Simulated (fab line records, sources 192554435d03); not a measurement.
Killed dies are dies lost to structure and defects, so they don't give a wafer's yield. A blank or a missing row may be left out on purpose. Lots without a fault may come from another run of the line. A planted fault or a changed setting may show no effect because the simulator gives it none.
A struck lot beside a sound one | flow n5_finfet | 15 steps out of a route of 1938
Sound: wafers L443.1, L443.2, L443.5. Struck: wafers L449.1, L449.3, L449.5. The cause comes at the end.
At each step with rows: each side's tool, then ch and its chambers, then its first start. Under that, the readings that differ: sound wafers | struck wafers | difference of the means | sigmas: that difference in standard deviations of wafers without a fault.
alike: readings whose means differ by less than 2 such deviations, and words and numbers that are the same on both sides. not compared: withheld readings, readings that some wafer has no value for, bounds like >300 that may hide the same value, and numbers for which the record gives no deviation and whose values overlap.
The two part at a step that has a row with sigmas, a row that says differs or no value, or rows on one side only. Numbers that don't overlap but have no deviation are shown without sigmas and don't part them. A reading that every wafer of one side lacks parts them only if that side has two wafers or more.

N5_BEOL_M15_STRIP_36: strips in O2.
  sound on rie_diel-01 ch 0,1, day 14 18:12; struck on rie_diel-02 ch 1,2, day 16 15:35
  alike: drypump_motor_current_A, oes_product_au, rf_vpp_V, showerhead_plenum_p_Torr, throttle_valve_pct
  not compared: rf_hours_counter_h
N5_BEOL_M15_STRIP_62: strips in O2.
  sound on rie_diel-01 ch 0,1; struck on rie_diel-02 ch 1,2
  reading      | sound       | struck      | difference | sigmas
  rf_vpp_V (V) | 4.2 2.8 2.2 | 3.6 4.4 4.4 | +1.1       | +2
  alike: drypump_motor_current_A, oes_product_au, showerhead_plenum_p_Torr, throttle_valve_pct
  not compared: rf_hours_counter_h
N5_BEOL_M15_STRIP_37: strips in O2.
  sound on rie_diel-01 ch 0,1; struck on rie_diel-02 ch 1,2
  alike: drypump_motor_current_A, oes_product_au, rf_vpp_V, showerhead_plenum_p_Torr, throttle_valve_pct
  not compared: rf_hours_counter_h
then, 4 steps without rows for these wafers: N5_BEOL_M15_ETCH_38 (etches SiCN in CF4/N2, target depth 106.4 nm, time 120.5 s); N5_BEOL_M15_PRECLEAN_39 (cleans in residue remover, time 60 s); N5_BEOL_M15_SRD_40 (time 30 s, dry time 30 s); N5_BEOL_M15_DEGAS_41 (time 60 s).
N5_BEOL_M15_PRE_CLEAN_42: time 30 s.
  sound on pvd_sputter-03, day 14 18:49; struck on pvd_sputter-03, day 16 16:11
  alike: heater_power_w
then, 1 step without rows for these wafers: N5_BEOL_M15_SPUTTER_43 (material TaN, target thk 15 nm, time 24.19 s).
N5_BEOL_M15_SPUTTER_44: material Ta, target thk 15 nm, time 24.19 s.
  sound on pvd_sputter-03, day 14 18:56; struck on pvd_sputter-03, day 16 16:18
  alike: throttle_valve_pct
then, 2 steps without rows for these wafers: N5_BEOL_M15_SPUTTER_45 (material Cu, target thk 100 nm, time 16.67 s); N5_BEOL_M15_ECD_47 (material Cu, target thk 1860 nm).
N5_BEOL_M15_ANNEAL_48: time 90 s.
  sound on rtp_anneal-02 ch 0, day 14 20:25; struck on rtp_anneal-01, day 16 18:10
  no value came back on the struck wafers for anneal_temp_c (C), anneal_temp_c_max, wafer_temp_C_max; on the sound wafers anneal_temp_c (C) reads 224.86 224.85 224.93
then, 2 steps without rows for these wafers: N5_BEOL_M15_CMP_49 (polishes, stops on SiO2, t overpolish 4.9 s, target thk 850 nm); N5_PASSIVATION_PROBE_49.

WHERE THEY PART
First at N5_BEOL_M15_STRIP_62; last, within this record, at N5_BEOL_M15_ANNEAL_48.

WHY: what the simulator had put in
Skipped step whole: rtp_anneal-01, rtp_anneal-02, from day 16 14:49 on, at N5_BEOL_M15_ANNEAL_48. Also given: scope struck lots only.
